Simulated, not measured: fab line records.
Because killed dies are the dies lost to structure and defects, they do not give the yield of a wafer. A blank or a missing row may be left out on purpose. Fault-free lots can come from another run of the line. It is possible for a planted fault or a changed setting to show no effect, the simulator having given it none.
Which tool was responsible? -- flow n5 finfet -- 72 wafers from 24 lots sampled at 3 of the route's 1938 steps

== WHAT THE GAUGES READ, wafer by wafer ==
N5_BEOL_M14_THK_MEAS_50: measures by xrf. Usual: M14_THK gives 584 nm (standard deviation 15).
lot,measured,on,M14_THK (nm),flag
L075,day 11 19:57,film metro-01,610 580 609,
L074,day 11 20:29,film metro-02,589 592 585,
L077,day 11 20:46,film metro-02,598 585 589,
L076,day 12 04:04,film metro-01,554 563 560,
L079,day 12 14:47,film metro-02,562 553 585,
L078,day 12 17:26,film metro-01,593 593 604,
L080,day 12 23:51,film metro-01,601 595 600,
L082,day 13 22:16,film metro-02,558 589 585,
L084,day 14 03:41,film metro-02,592 563 605,
L083,day 14 07:53,film metro-02,549 584 554,
L085,day 14 13:03,film metro-01,580 587 578,
L086,day 14 16:52,film metro-01,569 581 598,
L089,day 15 05:05,film metro-02,591 587 584,
L081,day 15 07:11,film metro-01,596 604 572,
L088,day 15 10:26,film metro-01,568 566 563,
L087,day 15 12:52,film metro-01,607 612 593,
L090,day 15 21:16,film metro-02,581 588 584,
L093,day 16 02:26,film metro-01,567 581 576,
L092,day 16 06:28,film metro-01,585 546 587,
L094,day 16 14:38,film metro-01,570 563 565,
L095,day 16 22:38,film metro-02,567 590 589,
L097,day 17 03:40,film metro-02,576 578 602,
L096,day 17 04:16,film metro-02,599 569 611,
L091,day 17 21:38,film metro-01,584 579 585,

N5_BEOL_M15_OVL_MEAS_11. Usual: V14_OVL gives 0 nm (standard deviation 4.6).
lot,measured,on,V14_OVL (nm),flag
L075,day 11 20:44,overlay-01,-3 1 -6,
L074,day 11 21:25,overlay-02,3 -1 0,
L077,day 11 21:40,overlay-02,-5 -1 -3,
L076,day 12 04:51,overlay-01,-2 2 8,
L079,day 12 15:33,overlay-01,4 0 -2,
L078,day 12 18:13,overlay-01,3 -3 9,
L080,day 13 00:45,overlay-01,-2 -7 1,
L082,day 13 23:11,overlay-01,5 0 7,
L084,day 14 04:27,overlay-02,2 4 1,
L083,day 14 08:40,overlay-01,-4 -2 -2,
L085,day 14 13:50,overlay-02,0 -1 -3,
L086,day 14 20:07,overlay-01,2 4 3,
L089,day 15 05:52,overlay-02,0 1 0,
L081,day 15 07:58,overlay-02,1 -6 2,
L088,day 15 11:12,overlay-01,-5 -13 -1,
L087,day 15 13:39,overlay-02,11 14 6,
L090,day 15 22:03,overlay-02,7 -1 2,
L093,day 16 03:13,overlay-01,-4 -7 3,
L092,day 16 07:26,overlay-01,1 2 1,
L094,day 16 15:32,overlay-02,-1 -3 -3,
L095,day 16 23:26,overlay-02,0 1 3,
L097,day 17 04:34,overlay-01,2 -4 6,
L096,day 17 05:04,overlay-02,9 -1 -1,
L091,day 17 22:25,overlay-02,-1 -4 -1,

== EACH LOT AND THE TOOL THAT RAN IT (in order: tool; ch and the chambers of the sampled wafers; start) ==
lot,N5_BEOL_M14_SPUTTER_45
L075,"pvd sputter-03, day 11 19:03"
L074,"pvd sputter-01, day 11 19:28"
L077,"pvd sputter-03, day 11 19:32"
L076,"pvd sputter-03, day 12 03:07"
L079,"pvd sputter-03, day 12 13:51"
L078,"pvd sputter-01, day 12 16:32"
L080,"pvd sputter-01, day 12 22:49"
L082,"pvd sputter-03, day 13 21:22"
L084,"pvd sputter-01, day 14 02:47"
L083,"pvd sputter-03, day 14 06:48"
L085,"pvd sputter-03, day 14 11:59"
L086,"pvd sputter-02, day 14 15:58"
L089,"pvd sputter-03, day 15 03:46"
L081,"pvd sputter-03, day 15 06:17"
L088,"pvd sputter-02, day 15 09:19"
L087,"pvd sputter-01, day 15 11:31"
L090,"pvd sputter-03, day 15 20:08"
L093,"pvd sputter-03, day 16 01:29"
L092,"pvd sputter-01, day 16 05:34"
L094,"pvd sputter-03, day 16 13:44"
L095,"pvd sputter-02, day 16 21:38"
L097,"pvd sputter-01, day 17 02:46"
L096,"pvd sputter-02, day 17 03:07"
L091,"pvd sputter-03, day 17 20:11"
- N5_BEOL_M14_SPUTTER_45: material Cu, target thk 100 nm, time 16.67 s.

== AS READ BY THE TOOLS THEMSELVES (means over the sampled wafers that have a number; for cases with no such wafer, the mark the record gives instead) ==
N5_BEOL_M14_SPUTTER_45. Usual: throttle valve pct reads 30.0 % (standard deviation 1).
lot,tool,throttle valve pct (%),flag
L075,pvd sputter-03,29.5,
L074,pvd sputter-01,30.8,
L077,pvd sputter-03,29.7,
L076,pvd sputter-03,29.6,
L079,pvd sputter-03,29.6,
L078,pvd sputter-01,30.7,
L080,pvd sputter-01,30.0,
L082,pvd sputter-03,30.2,
L084,pvd sputter-01,30.6,
L083,pvd sputter-03,31.1,
L085,pvd sputter-03,29.3,
L086,pvd sputter-02,29.4,
L089,pvd sputter-03,30.4,
L081,pvd sputter-03,29.7,
L088,pvd sputter-02,29.5,
L087,pvd sputter-01,30.6,
L090,pvd sputter-03,29.4,
L093,pvd sputter-03,30.4,
L092,pvd sputter-01,30.0,
L094,pvd sputter-03,30.2,
L095,pvd sputter-02,29.0,
L097,pvd sputter-01,30.6,
L096,pvd sputter-02,29.2,
L091,pvd sputter-03,30.0,

== THE ANSWER, worked out from the rows above alone ==
Rule: lot off if the mean of its wafers having a number is beyond 3 standard deviations from the usual mean. Also off: a lot with no number at a reading for which 4 or more lots have one. Where the step has rows for the other lots, those lots are counted as sound. The gauges are gone through in route order, then the tools' own readings, and for those a lot's mean is taken as printed above. At the first step where some lot is off, the reading lying furthest off is the one used; lots without a number count as furthest.
Nothing can be told from this: no lot is off at any reading shown.

== WHAT WAS PUT IN BY THE SIMULATOR ==
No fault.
